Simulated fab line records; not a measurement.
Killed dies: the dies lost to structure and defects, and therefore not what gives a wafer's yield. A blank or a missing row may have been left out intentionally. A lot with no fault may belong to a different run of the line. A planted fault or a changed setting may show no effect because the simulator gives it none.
One fault through the eyes of 2 desks | flow n5_finfet | numbers are kept per desk, each desk with only its own; the story behind them comes last

THE METROLOGY DESK
Means of the sampled wafers that have a number, per lot and without regard to the tool the lot ran on: this is what the gauges read. If a lot's mean is further than 4 standard deviations from the usual mean, the lot is out of limits and carries the mark OUT (the distance appears in the brackets). Only the readings that lie furthest out on some lot appear, 7 of the 10 it has.
Columns: A = DIBL_N at N5_BEOL_M4_RC_MEAS_101, usual 36.4 mV/V; B = DIBL_P at N5_BEOL_M4_RC_MEAS_101, usual 36.6 mV/V; C = ION_N at N5_BEOL_M4_RC_MEAS_101, usual 671 uA/um; D = ION_P at N5_BEOL_M4_RC_MEAS_101, usual 462 uA/um; E = SS_P at N5_BEOL_M4_RC_MEAS_101, usual 73.4 mV/dec; F = VT_N at N5_BEOL_M4_RC_MEAS_101, usual 250.1 mV; G = VT_P at N5_BEOL_M4_RC_MEAS_101, usual -250.1 mV
lot  | first seen here | A    | B    | C   | D   | E    | F     | G
L256 | day 7 23:52     | 35.6 | 35.0 | 675 | 461 | 72.4 | 249.9 | -251.8
L257 | day 8 08:29     | 36.1 | 35.9 | 672 | 464 | 73.9 | 250.1 | -250.5
L261 | day 8 22:37     | 34.3 | 34.1 | 659 | 464 | 72.7 | 253.2 | -249.5
L265 | day 10 08:18    | 37.5 | 36.2 | 675 | 460 | 72.8 | 250.3 | -249.2
L266 | day 10 14:41    | 34.4 | 36.2 | 668 | 462 | 73.0 | 250.9 | -248.6
L268 | day 10 20:49    | 36.7 | 35.3 | 678 | 472 | 73.8 | 245.9 | -244.2
L274 | day 12 13:58    | 35.6 | 37.7 | 672 | 465 | 73.0 | 250.0 | -248.7
L278 | day 13 09:25    | 33.9 | 34.7 | 675 | 469 | 73.2 | 251.3 | -250.1
L279 | day 13 20:34    | 37.5 | 37.6 | 680 | 457 | 73.4 | 248.1 | -256.7
This desk's verdict: no lot among the 9 shows anything out of limits.

THE DEFECT DESK
Lot by lot, what the route's inspections counted, given as the mean of those sampled wafers with a number. If a lot's mean is further than 4 standard deviations from the usual mean, the lot is out of limits and carries the mark OUT (the distance appears in the brackets).
Columns: A = raw_defect_count at N5_SD_EPI_P_INSPECT_26, usual 170
lot  | first seen here | A
L256 | day 3 11:00     | 150
L257 | day 3 15:55     | 170
L261 | day 4 23:43     | 139
L265 | day 5 18:29     | 142
L266 | day 6 02:27     | 1358 (+37) OUT
L268 | day 6 14:06     | 1225 (+33) OUT
L274 | day 8 01:30     | 187
L278 | day 9 00:22     | 184
L279 | day 9 04:12     | 179
This desk's verdict: out of limits on L266, L268, starting with L266 at day 6 02:27 (raw_defect_count at N5_SD_EPI_P_INSPECT_26). In limits: L256, L257, L261, L265, L274, L278, L279.

ALL TOGETHER
The defect desk could have raised an alarm at day 6 02:27, on L266, L268.
From the metrology desk's view, nothing was out of limits.
The metrology desk holds a record of L266, L268, inside its limits.
Every lot named ran N5_SD_EPI_P_PRECLEAN_51 on epi_rpcvd-03.

WHAT THE SIMULATOR HAD INSERTED
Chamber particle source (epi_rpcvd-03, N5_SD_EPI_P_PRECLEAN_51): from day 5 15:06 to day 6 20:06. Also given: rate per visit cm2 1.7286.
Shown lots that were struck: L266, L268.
Hours from the fault's start to each desk's first reading out of limits: the defect desk, 11.
